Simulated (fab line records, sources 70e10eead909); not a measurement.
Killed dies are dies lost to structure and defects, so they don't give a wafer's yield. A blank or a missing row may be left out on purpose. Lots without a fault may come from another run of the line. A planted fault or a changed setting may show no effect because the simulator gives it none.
fab line records | flow nand_harc
record lots=5 wafers=15 last_day=33
route steps=1302 shown P_ZERO_WELL@68 P_STI@69
lots that met no fault: from a run of the same line without faults
start_h: hours from the record's first day to the start of the lot's first wafer shown | wait_h: hours since the lot's step before | " the same as in the row above | L1.1+2: a row that stands for several wafers | - no value, or no start given | * or withheld: withheld | < > ~ a bound
route shown NAME@n: a module of which the file shows steps, and the number in the route of the first | usual: mean/standard deviation of fault-free wafers | same: alike in all rows | chamber/n: place in a boat | sites: the reading at each site | _std_site: their standard deviation | _edge_site: outer sites' mean less inner sites' | radius_mm: how far each site lies from the wafer's centre | mask NAME#n: copy n | behind: the tool/chamber that last shaped the wafer | hold: why the lot was held/for how many hours/how that ended | device: the transistor (n, p or np) that didn't switch | end of line: the same wafers' tests at the end of the route | a step without rows: its recipe alone | killed: dies lost to structure and defects at the first sort, not the wafer's yield | map: a wafer's dies, x killed, . not, _ none there
set.NAME: the setting as run; set.NAME@STEP: as run at that earlier step | model.NAME: the simulator's own value behind a step, which no gauge read
lots at some steps of the route; a table a step, a row a wafer
services: from which hour (start_h, from the record's first day; less than 0 if before it) a tool's chamber was out of use, for how many hours, and why
## steps
# step NHARC_P_ZERO_WELL_INSPECT_43
# usual raw_defect_count=12/4.7
# columns lot.wafer tool chamber start_h wait_h raw_defect_count
L277.3 defect_inspect-01 - 47.68 0.4 15
L277.4 " - " " 8
L277.5 " - " " 8
L287.2 defect_inspect-02 - 150.03 0.5 11
L287.4 " - " " 14
L287.6 " - " " 13
L291.2 defect_inspect-01 - 187.49 0.5 13
L291.4 " - " " 3
L291.5 " - " " 12
L294.1 defect_inspect-01 - 217.69 0.6 13
L294.2 " - " " 12
L294.4 " - " " 17
L298.2 defect_inspect-02 - 257.62 0.5 10
L298.4 " - " " 9
L298.5 " - " " 21
# step NHARC_P_STI_ETCH_26
# recipe target_depth_a=110 chemistry=dHF material=SiO2
# step NHARC_P_STI_PRECLEAN_27
# recipe time_s=* temp_c=50 bath_age_min=0 chemistry=SC1
# step NHARC_P_STI_SRD_28
# step NHARC_P_STI_OXIDE_29
# recipe target_thk_a=100 temp_c=900 ox_time_s=1362 material=SiO2
# step NHARC_P_STI_HM_DEP_30
# recipe target_thk_a=800 temp_c=790 pressure_mtorr=300 time_s=873 material=Si3N4
# step NHARC_P_STI_DEHYDRATE_01
# recipe temp_c=150 time_s=120
# step NHARC_P_STI_HMDS_02
# recipe time_s=30
# step NHARC_P_STI_COAT_41
# recipe temp_c=200 time_s=65
# step NHARC_P_STI_COAT_03
# recipe spin_rpm=2000 resist_thk_nm=600
# step NHARC_P_STI_SOFTBAKE_04
# recipe temp_c=125 time_s=70
# step NHARC_P_STI_EBR_05
# step NHARC_P_STI_EXPOSE_06
# recipe na=0.55 target_cd_nm=200 dose_mj=37.69 mask_id=P_STI
# columns lot.wafer tool chamber start_h wait_h mask
L277.3+4+5 krf_scanner-01 0 65.52 - P_STI_R1#0
L287.2+4+6 krf_scanner-02 0 164.62 - P_STI#0
L291.2+4+5 krf_scanner-03 0 204.80 - P_STI#0
L294.1+2+4 krf_scanner-03 0 232.70 - P_STI#0
L298.2+4+5 krf_scanner-01 0 274.20 - P_STI#0
# step NHARC_P_STI_PEB_07
# recipe peb_temp_c=128 peb_time_s=80
# step NHARC_P_STI_DEVELOP_08
# recipe time_s=50 dev_temp_c=22
# step NHARC_P_STI_CD_MEAS_09
# recipe target_cd_nm=200 landing_energy_ev=500
# usual cd_nm=200.8/1.9
# columns lot.wafer tool chamber start_h wait_h hold cd_nm
L277.3 cd_sem-03 0 65.67 - await_dispo/0.2h/release 233.7
L277.4 " 0 " " await_dispo/0.2h/release 234.4
L277.5 " 0 " " await_dispo/0.2h/release 233.4
L277.3 cd_sem-03 0 - - - 233.9
L277.4 " 0 " " - 234.5
L277.5 " 0 " " - 233.4
L287.2 cd_sem-02 0 164.77 - - 203.1
L287.4 " 0 " " - 200.5
L287.6 " 0 " " - 201.5
L291.2 cd_sem-03 0 204.95 - - 202.4
L291.4 " 0 " " - 202.1
L291.5 " 0 " " - 203.3
L294.1 cd_sem-02 0 232.85 - - 201.5
L294.2 " 0 " " - 198.0
L294.4 " 0 " " - 201.1
L298.2 cd_sem-01 0 274.35 - - 199.2
L298.4 " 0 " " - 199.4
L298.5 " 0 " " - 197.0
# step NHARC_P_STI_OVL_MEAS_10
# usual overlay_x_nm=-1/6 overlay_y_nm=2/4.4
# columns lot.wafer tool chamber start_h wait_h hold overlay_x_nm overlay_y_nm
L277.3 overlay-01 - 69.22 - await_dispo/3.3h/release 4 3
L277.4 " - " " await_dispo/3.3h/release 6 3
L277.5 " - " " await_dispo/3.3h/release 5 3
L287.2 overlay-02 - 164.85 - - -7 3
L287.4 " - " " - -7 3
L287.6 " - " " - -7 3
L291.2 overlay-02 - 205.03 - - -2 2
L291.4 " - " " - -3 2
L291.5 " - " " - -3 2
L294.1 overlay-02 - 232.94 - - 2 5
L294.2 " - " " - 1 6
L294.4 " - " " - 2 5
L298.2 overlay-01 - 274.44 - - -8 4
L298.4 " - " " - -8 4
L298.5 " - " " - -9 4
# step NHARC_P_STI_INSPECT_11
# usual raw_defect_count=5.6/2.5
# columns lot.wafer tool chamber start_h wait_h raw_defect_count
L277.3 defect_inspect-02 - 69.25 0.0 6
L277.4 " - " " 3
L277.5 " - " " 3
L287.2 defect_inspect-02 - 164.89 0.0 8
L287.4 " - " " 2
L287.6 " - " " 4
L291.2 defect_inspect-01 - 205.07 0.0 2
L291.4 " - " " 6
L291.5 " - " " 4
L294.1 defect_inspect-02 - 232.98 0.0 1
L294.2 " - " " 4
L294.4 " - " " 4
L298.2 defect_inspect-02 - 274.47 0.0 4
L298.4 " - " " 5
L298.5 " - " " 2
# step NHARC_P_STI_HARDBAKE_13
# recipe temp_c=118 time_s=65
# step NHARC_P_STI_DESCUM_14
# recipe time_s=3 o2_flow_sccm=200 ar_flow_sccm=0 bias_power_w=0 chemistry=O2
# usual drypump_motor_current_A=5.8/0.43 mfc_ar_sccm=0.012/0.013 oes_product_au=1.004/0.01 rf_vpp_V=58.0/0.79 showerhead_plenum_p_Torr=1.92/0.081 throttle_valve_pct=11.312/0.0091
# same time_s=3
# columns lot.wafer tool chamber start_h wait_h drypump_motor_current_A mfc_ar_sccm oes_product_au rf_hours_counter_h rf_vpp_V showerhead_plenum_p_Torr throttle_valve_pct model.P_STI.cd_nm
L277.3 rie_diel-05 3 69.40 - 6.0 0.037 1.012 0 58.0 2.00 11.317 233.7
L277.4 " 0 " " 5.2 0.016 1.020 0 57.4 1.94 11.298 234.7
L277.5 " 3 " " 6.0 0.037 1.011 - 58.5 2.00 11.312 233.4
L287.2 rie_diel-07 3 165.02 - 6.3 0.012 1.009 2 57.5 1.81 11.323 203.3
L287.4 " 1 " " 5.8 0 1.008 - 59.0 1.82 11.324 201.1
L287.6 " 2 " " 6.6 0 0.999 - 57.6 1.95 11.316 200.9
L291.4 rie_diel-05 1 205.21 - 5.7 0.013 0.998 11 59.3 2.02 11.311 202
L291.2 " 2 " " 6.4 0.025 0.992 11 57.3 1.85 11.312 203.1
L291.5 " 0 " " 5.2 0.016 0.991 - 58.8 1.94 11.296 202.6
L294.2 rie_diel-01 3 233.11 - 6.0 0.035 1.003 2 59.1 1.94 11.306 197.7
L294.1 " 1 " " 5.3 0.018 1.007 2 57.6 2.06 11.312 201.1
L294.4 " 2 " " 5.6 0 1.002 2 59.0 2.01 11.315 201
L298.2 rie_diel-05 2 274.62 - 6.3 0.025 0.994 3 57.5 1.85 11.328 199.4
L298.4 " 3 " " 6.0 0.037 1.006 3 58.5 1.99 11.306 199.3
L298.5 " 1 " " 5.7 0.013 0.982 - 59.3 2.01 11.314 196.5
# step NHARC_P_STI_ETCH_42
# recipe target_depth_a=800 overetch_a=240 time_s=61 ion_energy_ev=200 n2_flow_sccm=150 h2_flow_sccm=150 ar_flow_sccm=0 rf_w=400 bias_w=150 chemistry=N2/H2
# usual drypump_motor_current_A=5.8/0.43 mfc_ar_sccm=0.012/0.012 oes_product_au=1.004/0.01 rf_vpp_V=430.6/2.6 showerhead_plenum_p_Torr=2.05/0.092 throttle_valve_pct=14.171/0.0081
# same time_s=61
# columns lot.wafer tool chamber start_h wait_h drypump_motor_current_A mfc_ar_sccm oes_product_au rf_hours_counter_h rf_vpp_V showerhead_plenum_p_Torr throttle_valve_pct
L277.3 rie_diel-05 0 69.48 0.1 5.2 0.016 1.001 0 431.9 2.07 14.157
L277.4 " 2 " " 6.4 0.025 0.997 0 427.8 1.97 14.162
L277.5 " 0 " " 5.2 0.016 1.009 - 430.5 2.07 14.171
L287.2 rie_diel-07 1 165.13 0.1 5.8 0 1.012 2 428.1 1.94 14.166
L287.6 " 1 " " 5.8 0 1.021 - 426.4 1.94 14.183
L287.4 " 3 " " 6.3 0.012 0.999 - 427.3 1.92 14.170
L291.2 rie_diel-05 2 205.30 0.1 6.3 0.025 1.001 11 429.5 1.97 14.172
L291.4 " 0 " " 5.2 0.016 1.006 10 432.0 2.07 14.179
L291.5 " 1 " " 5.7 0.013 0.991 - 432.3 2.15 14.192
L294.1 rie_diel-01 1 233.20 0.1 5.3 0.018 1.016 2 434.7 2.20 14.170
L294.4 " 2 " " 5.6 0 1.001 2 432.1 2.14 14.152
L294.2 " 3 " " 6.0 0.035 1.006 2 431.2 2.07 14.174
L298.4 rie_diel-05 2 274.72 0.1 6.4 0.025 1.007 3 428.3 1.97 14.160
L298.2 " 3 " " 6.0 0.037 1.003 3 432.6 2.12 14.174
L298.5 " 1 " " 5.7 0.013 0.988 - 435.1 2.15 14.167
# step NHARC_P_STI_ETCH_31
# recipe target_depth_a=1089 time_s=54.5 cf4_flow_sccm=100 chf3_flow_sccm=30 ar_flow_sccm=0 rf_w=500 bias_w=200 chemistry=CF4/CHF3
# usual drypump_motor_current_A=5.8/0.44 mfc_ar_sccm=0.012/0.013 oes_product_au=0.962/0.021 rf_vpp_V=370.6/2.3 showerhead_plenum_p_Torr=1.58/0.062 throttle_valve_pct=16.803/0.0087
# same time_s=54.5
# columns lot.wafer tool chamber start_h wait_h drypump_motor_current_A mfc_ar_sccm oes_product_au rf_hours_counter_h rf_vpp_V showerhead_plenum_p_Torr throttle_valve_pct
L277.4 rie_diel-05 0 - - 5.2 0.016 0.985 0 371.2 1.60 16.803
L277.3 " 1 " " 5.7 0.013 0.972 0 373.7 1.66 16.790
L277.5 " 3 " " 6.0 0.037 0.960 - 371.5 1.64 16.805
L287.2 rie_diel-07 3 - - 6.3 0.012 0.965 2 367.8 1.49 16.809
L287.4 " 3 " " 6.3 0.012 0.953 - 367.1 1.49 16.803
L287.6 " 1 " " 5.8 0 0.965 - 366.9 1.50 16.808
L291.4 rie_diel-05 2 - - 6.3 0.025 0.966 11 370.2 1.52 16.824
L291.2 " 3 " " 6.0 0.037 0.980 10 373.9 1.64 16.794
L291.5 " 0 " " 5.2 0.016 0.960 - 371.1 1.60 16.790
L294.1 rie_diel-01 1 - - 5.3 0.018 0.983 2 374.5 1.69 16.800
L294.4 " 2 " " 5.6 0 0.986 2 371.6 1.65 16.799
L294.2 " 3 " " 6.0 0.035 0.960 2 370.8 1.59 16.788
L298.2 rie_diel-05 2 - - 6.3 0.025 0.966 3 369.4 1.52 16.814
L298.4 " 1 " " 5.7 0.013 0.931 3 372.9 1.65 16.824
L298.5 " 2 " " 6.3 0.025 0.962 - 368.1 1.52 16.793
# step NHARC_P_STI_ETCH_15
# recipe target_depth_a=3000 taper_deg=4 time_s=100.1 hbr_flow_sccm=150 cl2_flow_sccm=50 rf_w=400 icp_w=400 bias_w=100 chemistry=HBr/Cl2
# usual drypump_motor_current_A=5.4/0.32 oes_product_au=1.000/0.012 throttle_valve_pct=26.405/0.0098
# same time_s=100.1
# columns lot.wafer tool chamber start_h wait_h drypump_motor_current_A oes_product_au rf_hours_counter_h throttle_valve_pct model.P_STI.cd_nm
L277.3 rie_si-02 2 69.68 - 5.7 0.995 0.9 26.418 233.5
L277.4 " 3 " " 5.9 1.010 0.8 26.405 235.2
L277.5 " 2 " " 5.7 0.992 - 26.393 234
L287.4 rie_si-05 3 165.34 - 5.2 0.985 0.2 26.398 200.7
L287.2 " 1 " " 5.3 0.987 0.2 26.398 202.7
L287.6 " 3 " " 5.2 0.976 - 26.412 198.3
L291.2 rie_si-02 3 205.50 - 5.9 1.027 0.6 26.403 204.5
L291.4 " 1 " " 5.6 1.001 0.7 26.400 201
L291.5 " 2 " " 5.7 0.996 - 26.406 203.1
L294.2 rie_si-05 2 233.45 - 5.4 0.993 0.7 26.395 196.8
L294.4 " 0 " " 5.3 0.995 0.6 26.431 200.4
L294.1 " 1 " " 5.4 0.994 0.6 26.417 201
L298.2 rie_si-06 1 274.94 - 5.3 0.998 0.1 26.411 199
L298.4 " 3 " " 5.2 1.000 0.1 26.417 197.9
L298.5 " 1 " " 5.3 0.998 - 26.398 195.7
# step NHARC_P_STI_CD_MEAS_16
# usual cd_nm=200.2/2.2
# columns lot.wafer tool chamber start_h wait_h hold cd_nm
L277.3 cd_sem-03 - 69.84 - await_dispo/0.2h/release 233.3
L277.4 " - " " await_dispo/0.2h/release 234.9
L277.5 " - " " await_dispo/0.2h/release 233.8
L277.3 cd_sem-03 - 70.02 0.2 - 233.6
L277.4 " - " " - 235.3
L277.5 " - " " - 233.9
L287.2 cd_sem-03 - 165.51 - - 202.7
L287.4 " - " " - 200.6
L287.6 " - " " - 198.6
L291.2 cd_sem-02 - 205.64 - - 204.3
L291.4 " - " " - 201.3
L291.5 " - " " - 202.9
L294.1 cd_sem-01 - 233.61 - - 201.2
L294.2 " - " " - 196.8
L294.4 " - " " - 200.4
L298.2 cd_sem-02 - 275.10 - - 198.6
L298.4 " - " " - 197.8
L298.5 " - " " - 195.7
# step NHARC_P_STI_OCD_MEAS_17
# usual trench_depth_nm=301/5.7 trench_foot_cd_nm=158.8/2
# columns lot.wafer tool chamber start_h wait_h hold trench_depth_nm trench_foot_cd_nm
L277.3 ocd-02 - 75.55 5.5 await_dispo/0.2h/release 299 192.7
L277.4 " - " " await_dispo/0.2h/release 306 191.9
L277.5 " - " " await_dispo/0.2h/release 298 192.0
L277.3 ocd-02 - 75.73 0.2 - 299 191.7
L277.4 " - " " - 306 191.8
L277.5 " - " " - 297 191.9
L287.2 ocd-01 - 165.59 0.1 - 294 162.1
L287.4 " - " " - 290 160.4
L287.6 " - " " - 290 161.0
L291.2 ocd-01 - 205.73 0.1 - 311 159.3
L291.4 " - " " - 305 160.0
L291.5 " - " " - 298 161.1
L294.1 ocd-01 - 233.70 0.1 - 298 159.4
L294.2 " - " " - 300 156.1
L294.4 " - " " - 296 159.5
L298.2 ocd-01 - 275.19 0.1 - 302 157.0
L298.4 " - " " - 303 157.4
L298.5 " - " " - 300 155.7
## services
# columns tool chamber start_h hours kind
krf_scanner-01 - 46.25 1.3 repair
krf_scanner-03 - 52.00 4.0 pm
rie_diel-05 - 52.79 9.0 pm
krf_scanner-03 - 58.66 11.3 repair
rie_diel-07 3 64.98 2.7 repair
rie_si-02 - 100.00 9.0 pm
rie_diel-07 - 117.20 9.0 pm
rie_diel-01 1 122.61 4.4 repair
rie_si-05 - 128.00 9.0 pm
krf_scanner-01 - 140.03 4.0 pm
rie_diel-07 0 160.52 21.6 repair
rie_diel-01 2 160.62 5.5 repair
rie_si-02 1 183.98 4.8 repair
rie_si-02 2 188.78 1.2 repair
krf_scanner-01 - 190.75 22.3 repair
rie_diel-01 - 203.80 9.0 pm
rie_diel-07 2 213.50 13.3 repair
rie_si-02 3 218.23 3.5 repair
krf_scanner-03 - 224.00 4.0 pm
rie_si-02 - 224.90 0.6 repair
rie_diel-05 - 229.79 9.0 pm
krf_scanner-03 - 266.90 0.2 repair
rie_si-05 1 267.12 1.5 repair
krf_scanner-03 - 271.24 0.7 repair
## key
first_sign step=NHARC_P_STI_EXPOSE_06 reading=mask direction=changed
effect step=NHARC_P_STI_CD_MEAS_09 reading=visit direction=added
effect step=NHARC_P_STI_CD_MEAS_09 reading=cd_nm direction=up sigmas=18 usual=200.8 struck=233.8
effect step=NHARC_P_STI_CD_MEAS_16 reading=visit direction=added
effect step=NHARC_P_STI_CD_MEAS_16 reading=cd_nm direction=up sigmas=15 usual=200.2 struck=234.0
effect step=NHARC_P_STI_OCD_MEAS_17 reading=visit direction=added
effect step=NHARC_P_STI_OCD_MEAS_17 reading=trench_foot_cd_nm direction=up sigmas=17 usual=158.8 struck=192.2
model_effect step=NHARC_P_STI_DESCUM_14 value=P_STI.cd_nm without=198.7 struck=234
model_effect step=NHARC_P_STI_ETCH_15 value=P_STI.cd_nm without=199 struck=234.2
met_at NHARC_P_STI_EXPOSE_06
struck_wafers L277.3,L277.4,L277.5
tester_left_out L277
fault kind=wrong_mask tool=any chamber=- onset_h=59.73 steps=NHARC_P_STI_EXPOSE_06 aux_copy=P_STI_R1#0 cd_offset_nm=35.232 scope=struck_lots_only
# tester_left_out: of these lots the tester's yield and bins aren't shown, on N5 and GAA mostly nor the transistor test; their killed dies are dies lost to structure and defects alone, not to doping, threshold or leakage, so they don't give the yield
